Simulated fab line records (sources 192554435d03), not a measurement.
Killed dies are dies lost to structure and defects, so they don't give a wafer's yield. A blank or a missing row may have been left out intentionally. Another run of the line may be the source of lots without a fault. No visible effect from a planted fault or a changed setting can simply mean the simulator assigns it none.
Which tool did it?	flow n5Finfet	12 lots, 34 wafers sampled, at 1 step of a route of 1938

WHAT THE GAUGES SHOWED, per wafer
N5_BEOL_M14_OCD_MEAS_35. Usual: trenchDepthNm reads 556 nm (standard deviation 10).
lot	measured	on	trenchDepthNm (nm)	flag
L310	day 12 16:20	ocd-02	547 550	
L308	day 12 19:37	ocd-01	559 551 558	
L311	day 12 21:01	ocd-02	573 555 571	
L314	day 13 22:25	ocd-01	552 565 557	
L315	day 14 10:35	ocd-01	547 548 550	
L316	day 14 13:51	ocd-02	554 554 552	
L317	day 15 05:22	ocd-02	547 574 570	
L318	day 15 10:31	ocd-02	547 551 533	
L319	day 15 20:44	ocd-01	550 550 553	
L320	day 15 21:26	ocd-02	549 546	
L329	day 18 03:54	ocd-01	576 565 577	
L330	day 18 17:51	ocd-02	563 556 561	

WHAT TOOL EACH LOT RAN ON (gives the tool, then ch and the chambers of the sampled wafers, and finally the start)
The record shows no process step preceding these readings.

AS READ BY THE TOOLS THEMSELVES (means over the sampled wafers that have a number; for cases with no such wafer, the mark the record gives instead)
The record holds no such reading with a usual standard deviation.

THE ANSWER, worked out from the rows above alone
Rule: a lot counts as off when the mean over its wafers that have a number is more than 3 standard deviations away from the usual mean. A lot without any number at a reading at which 4 lots or more have one is off too. The other lots that the step has rows for count as sound. The gauges are gone through in route order, then the tools' own readings, and for those a lot's mean is taken as printed above. At the first step where some lot is off, the reading lying furthest off is the one used; lots without a number count as furthest.
No lot is off at any reading shown: from this, nothing can be told.

WHAT THE SIMULATOR HAD INSERTED
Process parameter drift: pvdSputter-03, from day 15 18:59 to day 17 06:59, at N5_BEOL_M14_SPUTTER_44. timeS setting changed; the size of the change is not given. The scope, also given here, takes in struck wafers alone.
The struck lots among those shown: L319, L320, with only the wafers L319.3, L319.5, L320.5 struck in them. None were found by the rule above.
